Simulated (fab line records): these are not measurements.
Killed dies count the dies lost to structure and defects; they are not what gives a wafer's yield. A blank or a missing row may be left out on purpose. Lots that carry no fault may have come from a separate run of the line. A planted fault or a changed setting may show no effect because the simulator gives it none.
Lot-split experiment    flow n5Finfet    on a route of 1938 steps: 7 lots, 39 wafers read

THE SPLIT ITSELF
At N5_BEOL_M10_PECVD_70 (deposits SiO2 from TEOS/O2, target thk 20 nm, time 22.7 s), the setting timeS was moved away from the recipe's 22.7 s on 15 of the 39 wafers read, by -56.5% to +41.5%. The other wafers ran this setting at the recipe's value.

FROM THE SPLIT TO THE READING: what the file shows between them, 4 steps
- N5_BEOL_M10_HM_DEP_02: deposits TiN, target thk 20 nm
- N5_BEOL_M10_COAT_59: time 60 s, resist thk 100 nm
- N5_BEOL_M10_ECD_50: material Cu, target thk 318 nm
- N5_BEOL_M10_ANNEAL_51: time 90 s

THE READING
barrierFieldEndpointS, in s, at N5_BEOL_M10_CMP_52 (polishes, stops on SiCOH lowk, t overpolish 7 s, target thk 140 nm). Fault-free wafers of this fab line usually give 29.0 s, standard deviation 0.6 s.

wafer   tool, chamber at the split  timeS as run, s  against the recipe  barrierFieldEndpointS, s  against lot-mates on the recipe
L074.1  pecvd-03, 1,2               12.58            -44.6%              18.1                      -11.4
L074.3  pecvd-03, 1,2               12.58            -44.6%              18.4                      -11.1
L074.2  pecvd-03, 0                 22.7             recipe              28.2                      -
L074.4  pecvd-03, 0                 22.7             recipe              30.0                      -
L074.6  pecvd-03, 1                 12.58            -44.6%              18.2                      -11.3
L074.5  pecvd-03, 2                 22.7             recipe              30.3                      -
L078.1  pecvd-02, 2                 22.7             recipe              28.7                      -
L078.2  pecvd-02, 1,2               9.869            -56.5%              15.1                      -13.6
L078.3  pecvd-02, 0                 9.869            -56.5%              14.7                      -14.0
L078.4  pecvd-02, 1,2               9.869            -56.5%              15.2                      -13.5
L078.5  pecvd-02, 0                 22.7             recipe              28.3                      -
L078.6  pecvd-02, 1                 22.7             recipe              29.1                      -
L080.1  pecvd-02, 0,1               22.7             recipe              29.2                      -
L080.2  pecvd-02, 2                 22.7             recipe              29.0                      -
L080.3  pecvd-02, 0,1               22.7             recipe              29.8                      -
L083.4  pecvd-03, 0,2               15.84            -30.2%              22.0                      -6.6
L083.3  pecvd-03, 1                 15.84            -30.2%              21.9                      -6.7
L083.2  pecvd-03, 0                 22.7             recipe              27.7                      -
L083.1  pecvd-03, 2                 22.7             recipe              29.3                      -
L083.6  pecvd-03, 0,2               15.84            -30.2%              21.9                      -6.7
L083.5  pecvd-03, 1                 22.7             recipe              28.8                      -
L086.1  pecvd-04, 1,2               32.11            +41.5%              39.1                      +10.1
L086.4  pecvd-04, 1                 32.11            +41.5%              39.2                      +10.2
L086.3  pecvd-04, 2                 22.7             recipe              28.4                      -
L086.2  pecvd-04, 0                 22.7             recipe              29.1                      -
L086.5  pecvd-04, 1,2               32.11            +41.5%              38.9                      +9.9
L086.6  pecvd-04, 0                 22.7             recipe              29.5                      -
L091.2  pecvd-03, 0,2,1,2           22.7             recipe              29.6                      -
L091.1  pecvd-03, 1                 22.7             recipe              29.9                      -
L091.4  pecvd-03, 0,2,1,2           22.7             recipe              30.0                      -
L091.3  pecvd-03, 0,2,1,2           22.7             recipe              29.1                      -
L091.6  pecvd-03, 0                 22.7             recipe              30.0                      -
L091.5  pecvd-03, 0,2,1,2           22.7             recipe              30.1                      -
L094.3  pecvd-02, 0                 31.5             +38.8%              37.3                      +9.5
L094.1  pecvd-02, 2,1               22.7             recipe              27.8                      -
L094.2  pecvd-02, 2,1               22.7             recipe              27.5                      -
L094.4  pecvd-02, 2,0               31.5             +38.8%              38.0                      +10.2
L094.5  pecvd-02, 2,0               31.5             +38.8%              38.1                      +10.3
L094.6  pecvd-02, 1                 22.7             recipe              28.2                      -
The file does not say which wafer passed through which chamber wherever a row lists several chambers: such a row stands for several wafers.

FIT RESULTS
A straight line over all 39 wafers: barrierFieldEndpointS changes by +0.241 s for each +1% of timeS; r = +0.99; the points scatter about the line by 0.69 s.
The same after taking each lot's own level away (the mean of its wafers on the recipe; 39 wafers): +0.245 s for each +1%; r = +1.00; scatter 0.5 s.
That fit puts the effect of the largest move of timeS on the reading at 14 s.
The span of the lots' own levels, 27.83 to 29.78 s, comes to 3.2 times the standard deviation stated above.
The two slopes agree, so the slope changes little with the lot-to-lot level.
Check: for one of the wafers moved furthest among these (-56.5%), held out of the fit, the line's prediction against its lot-mates is -13.8 s. Against them it came out at -13.6 s.

THESE WAFERS: OTHER SPLITS
These wafers also went through other splits before the reading. Each is held against what the fit with the lots' levels taken away leaves over:
other split on the same wafers   wafers away from the commonest value  r with barrierFieldEndpointS (lot level and that fit taken away)
N5_BEOL_M5_ETCH_62 targetDepthA  12                                    +0.27

THE WHOLE CHAIN: every reading that the file lists as answering this split, in the file's order
step                  what it does                                                        reading                                                                           change (the file's fit)                r (the file's)
N5_BEOL_M10_PECVD_70  deposits SiO2 from TEOS/O2, target thk 20 nm, time 22.7 s           SiO2_of_BEOL_M10_PECVD_70.thkNm (the simulator's own value, which no gauge read)  +0.198 nm for each +1% of the setting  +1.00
N5_BEOL_M10_CMP_52    polishes, stops on SiCOH lowk, t overpolish 7 s, target thk 140 nm  barrierFieldEndpointS                                                             +0.245 s for each +1% of the setting   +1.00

FILE'S OWN FIT
barrierFieldEndpointS changes by +0.245 s for each +1% of timeS, r = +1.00.
